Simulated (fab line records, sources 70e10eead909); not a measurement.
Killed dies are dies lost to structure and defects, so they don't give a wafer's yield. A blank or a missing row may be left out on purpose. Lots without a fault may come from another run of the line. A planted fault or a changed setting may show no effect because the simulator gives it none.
Which tool did it? | flow nand_harc | 12 lots, 36 wafers sampled, at 1 step of a route of 1302

WHAT THE GAUGES READ, wafer by wafer
NHARC_A_M0_INSPECT_27.
lot  | measured     | on                | raw_defect_count
L075 | day 22 21:44 | defect_inspect-01 | 430 593 667
L077 | day 24 07:30 | defect_inspect-02 | 668 531 544
L080 | day 24 19:50 | defect_inspect-01 | 545 517 599
L081 | day 26 05:50 | defect_inspect-01 | 458 455 587
L082 | day 26 14:59 | defect_inspect-02 | 421 485 366
L084 | day 27 18:34 | defect_inspect-02 | 442 651 448
L087 | day 28 06:50 | defect_inspect-01 | 587 527 563
L089 | day 28 16:38 | defect_inspect-02 | 371 405 527
L090 | day 30 01:59 | defect_inspect-02 | 662 729 831
L093 | day 31 01:12 | defect_inspect-02 | 589 336 365
L095 | day 31 17:32 | defect_inspect-02 | 591 628 589
L094 | day 32 00:45 | defect_inspect-01 | 609 408 544

WHICH TOOL RAN EACH LOT (tool, then ch and the chambers of the sampled wafers, then the start)
The record holds no process step before these readings.

THE ANSWER, worked out from the rows above alone
Rule: what is usual is taken from the lots themselves. Put in order of their means at a reading, lots are off if they are a third of the lots or fewer, leave a main group of 4 or more, and stand apart from it by a gap of 3 or more times the standard deviation of the main group's means; of several such gaps the widest counts. A main group whose means are all the same, to the digits that the tables above print for the reading, isn't used. A lot without any number at a reading at which 4 lots or more have one is off too. The other lots that the step has rows for count as sound.
No lot is off at any reading shown: from this, nothing can be told.

WHAT THE SIMULATOR HAD PUT IN
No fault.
